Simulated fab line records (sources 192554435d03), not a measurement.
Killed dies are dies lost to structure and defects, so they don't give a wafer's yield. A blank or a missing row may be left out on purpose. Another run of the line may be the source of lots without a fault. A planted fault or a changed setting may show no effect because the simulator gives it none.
Chamber matching    flow n5 finfet    3 sister chambers for N5_BEOL_M1_PECVD_72 on pecvd-01
The step deposits SiO2 from TEOS/O2, target thk 16 nm, time 18 s. 6 wafers are shown with their chamber, then 7 later ones without.

WAFERS PAIRED WITH THEIR CHAMBERS
wafer   chamber  throttle valve pct (%)  showerhead plenum p Torr (Torr)
L076.5  0        25.5                    8.66
L079.4  0        25.3                    8.65
L089.5  2        22.0                    8.65
L089.6  1        24.6                    8.72
L090.1  2        21.9                    8.64
L090.2  1        24.4                    8.76

WAFERS WITH NO CHAMBER GIVEN
wafer   throttle valve pct (%)  showerhead plenum p Torr (Torr)
L090.4  25.5                    8.64
L093.1  21.9                    8.61
L093.3  25.3                    8.64
L093.6  25.4                    8.63
L095.1  22.0                    8.64
L095.2  24.7                    8.75
L095.5  25.3                    8.67

WHICH CHAMBER EACH ONE RAN IN
wafer   from the rows above  in truth
L090.4  0                    0
L093.1  2                    2
L093.3  0                    0
L093.6  0                    0
L095.1  2                    2
L095.2  1                    1
L095.5  0                    0
Correctly placed: 7 of 7. Not placeable from these rows: 0. Wrongly placed: 0.
How it was worked out, from the rows above alone: a wafer's distance from a chamber is the root of the sum, over the readings, of the square of ((its reading less the chamber's mean) divided by the reading's scatter). The wafer belongs to the nearest chamber; if the next one is less than 2 further off, it can't be placed. A chamber's mean is the mean of its shown wafers. The scatter: take each reading less its chamber's mean, square it, sum over the shown wafers, divide by the number of wafers less the number of chambers, and take the root.
